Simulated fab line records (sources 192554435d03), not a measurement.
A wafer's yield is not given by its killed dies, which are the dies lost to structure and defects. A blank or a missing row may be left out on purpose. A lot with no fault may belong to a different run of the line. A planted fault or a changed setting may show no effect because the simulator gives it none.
Matching of chambers || flow n5 finfet || 4 sister chambers for N5_ILD0_CMP_12 on cmp-04
The step polishes SiNx, stops on poly-Si, t overpolish 6 s, target thk 17.67 nm. 16 wafers are shown with their chamber, then 8 later ones without.

== WAFERS PAIRED WITH THEIR CHAMBERS ==
{"wafer": "L075.1", "chamber": 0, "motor current A (A)": 11.7, "time to endpoint s (s)": 30.7, "overpolish run s (s)": 6.004}
{"wafer": "L075.3", "chamber": 2, "motor current A (A)": 8.8, "time to endpoint s (s)": 28.8, "overpolish run s (s)": 5.986}
{"wafer": "L075.6", "chamber": 3, "motor current A (A)": 8.2, "time to endpoint s (s)": 28.6, "overpolish run s (s)": 5.998}
{"wafer": "L076.1", "chamber": 2, "motor current A (A)": 9.1, "time to endpoint s (s)": 28.3, "overpolish run s (s)": 6.001}
{"wafer": "L076.3", "chamber": 0, "motor current A (A)": 11.1, "time to endpoint s (s)": 28.8, "overpolish run s (s)": 5.994}
{"wafer": "L076.5", "chamber": 1, "motor current A (A)": 9.9, "time to endpoint s (s)": 30.8, "overpolish run s (s)": 5.998}
{"wafer": "L078.1", "chamber": 2, "motor current A (A)": 9.1, "time to endpoint s (s)": 28.9, "overpolish run s (s)": 6.000}
{"wafer": "L078.3", "chamber": 3, "motor current A (A)": 8.4, "time to endpoint s (s)": 27.9, "overpolish run s (s)": 5.994}
{"wafer": "L078.5", "chamber": 2, "motor current A (A)": 9.0, "time to endpoint s (s)": 28.9, "overpolish run s (s)": 6.000}
{"wafer": "L081.3", "chamber": 3, "motor current A (A)": 8.0, "time to endpoint s (s)": 28.6, "overpolish run s (s)": 6.000}
{"wafer": "L081.4", "chamber": 2, "motor current A (A)": 9.1, "time to endpoint s (s)": 29.4, "overpolish run s (s)": 6.005}
{"wafer": "L081.5", "chamber": 2, "motor current A (A)": 9.4, "time to endpoint s (s)": 25.9, "overpolish run s (s)": 6.003}
{"wafer": "L088.1", "chamber": 1, "motor current A (A)": 9.2, "time to endpoint s (s)": 33.4, "overpolish run s (s)": 5.997}
{"wafer": "L088.4", "chamber": 2, "motor current A (A)": 8.8, "time to endpoint s (s)": 29.1, "overpolish run s (s)": 6.006}
{"wafer": "L088.5", "chamber": 3, "motor current A (A)": 7.9, "time to endpoint s (s)": 32.4, "overpolish run s (s)": 6.017}
{"wafer": "L091.1", "chamber": 3, "motor current A (A)": 8.3, "time to endpoint s (s)": 30.7, "overpolish run s (s)": 5.993}

SIGNATURES (averages over the wafers above)
{"reading": "motor current A", "chamber 0": 11.400, "chamber 1": 9.550, "chamber 2": 9.043, "chamber 3": 8.160, "scatter within a chamber": 0.267}
{"reading": "time to endpoint s", "chamber 0": 29.750, "chamber 1": 32.100, "chamber 2": 28.471, "chamber 3": 29.640, "scatter within a chamber": 1.51}
{"reading": "overpolish run s", "chamber 0": 5.99900, "chamber 1": 5.99750, "chamber 2": 6.00014, "chamber 3": 6.00040, "scatter within a chamber": 0.00761}
Rule: a wafer lies at a distance from a chamber equal to the root of the sum of squares, over the readings, of (its reading less the chamber's mean, divided by the reading's scatter). The wafer belongs to the nearest chamber; if the next one is less than 2 further off, it can't be placed. The scatter is the square root of a quotient: the sum, over the shown wafers, of each reading's squared deviation from its chamber's mean, divided by wafers minus chambers.

== WAFERS WITH NO CHAMBER GIVEN ==
{"wafer": "L091.2", "motor current A (A)": 8.8, "time to endpoint s (s)": 29.5, "overpolish run s (s)": 6.020}
{"wafer": "L091.6", "motor current A (A)": 9.5, "time to endpoint s (s)": 32.4, "overpolish run s (s)": 5.988}
{"wafer": "L092.1", "motor current A (A)": 8.6, "time to endpoint s (s)": 29.6, "overpolish run s (s)": 5.980}
{"wafer": "L092.2", "motor current A (A)": 10.9, "time to endpoint s (s)": 28.0, "overpolish run s (s)": 6.013}
{"wafer": "L092.3", "motor current A (A)": 9.3, "time to endpoint s (s)": 29.8, "overpolish run s (s)": 5.985}
{"wafer": "L093.3", "motor current A (A)": 9.1, "time to endpoint s (s)": 31.6, "overpolish run s (s)": 6.005}
{"wafer": "L093.4", "motor current A (A)": 8.9, "time to endpoint s (s)": 31.4, "overpolish run s (s)": 6.001}
{"wafer": "L093.6", "motor current A (A)": 12.0, "time to endpoint s (s)": 32.5, "overpolish run s (s)": 5.997}

== CHAMBER TAKEN BY EACH ==
{"wafer": "L091.2", "from the rows above": "can't be placed: 2 or 3 or 1", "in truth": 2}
{"wafer": "L091.6", "from the rows above": 1, "in truth": 1}
{"wafer": "L092.1", "from the rows above": "can't be placed: 3 or 2 or 1", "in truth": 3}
{"wafer": "L092.2", "from the rows above": 0, "in truth": 0}
{"wafer": "L092.3", "from the rows above": "can't be placed: 2 or 1", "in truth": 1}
{"wafer": "L093.3", "from the rows above": "can't be placed: 1 or 2 or 3", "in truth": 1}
{"wafer": "L093.4", "from the rows above": "can't be placed: 2 or 1 or 3", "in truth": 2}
{"wafer": "L093.6", "from the rows above": 0, "in truth": 0}
Correct placement for 3 of the 8. Unplaceable from these rows: 5, with the true chamber sitting among the candidates in 5. Placed wrongly: 0.
